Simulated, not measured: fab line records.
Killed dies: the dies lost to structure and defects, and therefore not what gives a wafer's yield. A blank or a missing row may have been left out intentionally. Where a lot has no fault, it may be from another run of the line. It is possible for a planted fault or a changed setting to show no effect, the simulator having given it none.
A lot that was struck, set against a sound lot | flow nand-harc | 15 out of 1159 route steps
Sound: wafers L140.2, L140.3, L140.5. Struck: wafer L127.1. At the end, the cause is stated.
Order at every step that has rows: each side's tool, ch and its chambers, its first start. Under that, the readings that differ: sound wafers | struck wafers | difference of the means | sigmas: that difference in standard deviations of wafers without a fault.
alike: a reading whose means differ by less than 2 such deviations, as well as words and numbers matching on both sides. not compared: withheld readings; readings where some wafer has no value; bounds like >300 that might hide an equal value; numbers whose values overlap and for which the record gives no deviation.
The two part at a step that has a row with sigmas, a row that says differs or no value, or rows on one side only. Non-overlapping numbers with no deviation appear without sigmas and do not part them. A reading that every wafer of one side lacks parts them only if that side has two wafers or more.

first, 6 steps without rows for these wafers: NHARC_A_CONTACT_COAT_36 (resist thk 90 nm); NHARC_A_CONTACT_SOFTBAKE_37 (time 55 s); NHARC_A_CONTACT_EBR_38; NHARC_A_CONTACT_EXPOSE_39 (exposes mask A CC 3); NHARC_A_CONTACT_PEB_40 (peb time 65 s); NHARC_A_CONTACT_DEVELOP_41 (develop time 35 s).
NHARC_A_CONTACT_CD_MEAS_42: the cd target is 200 nm.
  sound on cd-sem-03 ch 0, day 22 01:46; struck on cd-sem-03 ch 0, day 19 04:40
  alike: cd-nm
NHARC_A_CONTACT_OVL_MEAS_43:
  struck on overlay-02, day 19 04:46; sound on overlay-01, day 22 01:51
  alike: overlay-x-nm, overlay-y-nm
NHARC_A_CONTACT_INSPECT_44:
  struck on defect-inspect-02, day 19 04:48; sound on defect-inspect-02, day 22 01:53
  alike: raw-defect-count
NHARC_A_CONTACT_DESCUM_47: chemistry O2, time 3 s.
  sound on rie-diel-12 ch 0,3, day 22 01:58; struck on rie-diel-10 ch 0, day 19 04:52
  reading                | sound                | struck | difference | sigmas
  throttle-valve-pct (%) | 11.320 11.304 11.305 | 11.293 | -0.017     | -2
  alike: drypump-motor-current-A, oes-product-au, rf-vpp-V, showerhead-plenum-p-Torr
  not compared: rf-hours-counter-h
NHARC_A_CONTACT_ETCH_48: etches the open film in CF4, target depth 39 nm, time 65 s.
  sound on rie-diel-12 ch 0,3, day 22 02:02; struck on rie-diel-10 ch 0, day 19 04:57
  alike: drypump-motor-current-A, oes-product-au, rf-vpp-V, showerhead-plenum-p-Torr, throttle-valve-pct
  not compared: rf-hours-counter-h
NHARC_A_CONTACT_ETCH_49: etches the open film in N2/H2, target depth 260 nm, time 475.3 s.
  sound: rie-diel-12 ch 0,1,2; struck: rie-diel-10 ch 0
  alike: drypump-motor-current-A, oes-product-au, rf-vpp-V, showerhead-plenum-p-Torr, throttle-valve-pct
  not compared: rf-hours-counter-h
NHARC_A_CONTACT_ETCH_50: etches the open film in CF4/CHF3, target depth 84.7 nm, time 42.4 s.
  sound on rie-diel-12 ch 1,3, day 22 02:29; struck on rie-diel-10 ch 0, day 19 05:24
  reading               | sound             | struck | difference | sigmas
  oes-product-au (a.u.) | 0.927 0.915 0.917 | 0.842  | -0.078     | -3
  alike: drypump-motor-current-A, rf-vpp-V, showerhead-plenum-p-Torr, throttle-valve-pct
  not compared: rf-hours-counter-h
NHARC_A_CONTACT_ETCH_51: etches the open film in O2/COS, target depth 3600 nm, time 936 s.
  sound: rie-diel-12 ch 1,2; struck: rie-diel-10 ch 1
  reading                | sound                | struck | difference | sigmas
  oes-product-au (a.u.)  | 0.984 0.989 0.988    | 1.018  | +0.031     | +2
  throttle-valve-pct (%) | 28.331 28.339 28.336 | 28.315 | -0.020     | -2
  alike: drypump-motor-current-A, rf-vpp-V, showerhead-plenum-p-Torr
  not compared: rf-hours-counter-h
-- the record jumps here: 3 days lie between the struck wafers' starts before and after (it left off in module A_CONTACT and takes up again in module END, whose first step shown is number 1159 of the route) --
NHARC_END_SORT_01:
  here the record holds rows for the struck wafers (prober-01 ch 0, day 22 04:32) but none for the sound ones

== WHERE THEY PART ==
Earliest at NHARC_A_CONTACT_DESCUM_47; latest, in this record, at NHARC_END_SORT_01.

WHY: what the simulator had put in
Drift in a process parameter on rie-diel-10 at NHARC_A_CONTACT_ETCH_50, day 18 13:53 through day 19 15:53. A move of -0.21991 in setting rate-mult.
